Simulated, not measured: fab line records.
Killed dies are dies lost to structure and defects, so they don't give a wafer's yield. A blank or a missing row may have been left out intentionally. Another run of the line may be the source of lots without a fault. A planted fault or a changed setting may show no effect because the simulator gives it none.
Chamber matching    flow n5_finfet    N5_BEOL_M4_VIA_ETCH_34 on rie_diel-06 has 4 sister chambers
The step etches the open film in C4F6/O2, target depth 69.4 nm, time 65.9 s. 16 wafers are shown with their chamber, then 8 later ones without.

## EACH WAFER AND ITS CHAMBER
wafer   chamber  showerhead_plenum_p_Torr (Torr)  throttle_valve_pct (%)  drypump_motor_current_A (A)
L079.1  1        2.99                             30.60                   6.5
L079.4  3        2.68                             30.33                   6.6
L079.6  2        2.73                             30.75                   5.6
L080.3  2        2.72                             30.75                   5.7
L080.4  1        2.99                             30.60                   6.4
L080.5  0        2.83                             30.49                   5.9
L089.1  0        2.82                             30.52                   5.9
L089.4  1        2.98                             30.61                   6.5
L089.6  0        2.82                             30.51                   5.9
L087.1  1        2.98                             30.63                   6.5
L087.2  0        2.82                             30.52                   5.9
L087.3  2        2.72                             30.77                   5.6
L090.2  0        2.82                             30.52                   5.9
L090.3  2        2.72                             30.76                   5.7
L090.6  0        2.82                             30.52                   5.9
L094.1  1        2.98                             30.64                   6.4

SIGNATURES (means of the wafers above)
reading                   chamber 0  chamber 1  chamber 2  chamber 3  scatter within a chamber
showerhead_plenum_p_Torr  2.8217     2.9840     2.7225     2.6800     0.00482
throttle_valve_pct        30.5133    30.6160    30.7575    30.3300    0.0139
drypump_motor_current_A   5.900      6.460      5.650      6.600      0.0428
Rule: distance of a wafer from a chamber = root of the sum over the readings of ((wafer's reading minus chamber's mean) / reading's scatter) squared. The wafer belongs to the nearest chamber; if the next one is less than 2 further off, it can't be placed. The scatter: the root of (the sum of the squares of (reading less its chamber's mean) over the shown wafers, divided by (wafers less chambers)).

## WAFERS WITH NO CHAMBER GIVEN
wafer   showerhead_plenum_p_Torr (Torr)  throttle_valve_pct (%)  drypump_motor_current_A (A)
L094.3  2.82                             30.52                   5.9
L094.4  2.82                             30.52                   5.9
L095.2  2.82                             30.54                   5.9
L095.4  3.01                             30.02                   6.6
L095.5  2.98                             30.66                   6.4
L097.3  2.81                             30.53                   5.9
L097.4  3.01                             30.05                   6.6
L097.6  2.71                             30.76                   5.7

## WHICH CHAMBER EACH ONE RAN IN
wafer    from the rows above   in truth
L094.3   0                     0
L094.4   0                     0
L095.2   0                     0
L095.4   1                     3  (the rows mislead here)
L095.5   1                     1
L097.3   0                     0
L097.4   1                     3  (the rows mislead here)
L097.6   2                     2
Correct placement for 6 of the 8. Not placeable from these rows: 0. Number placed wrongly: 2.
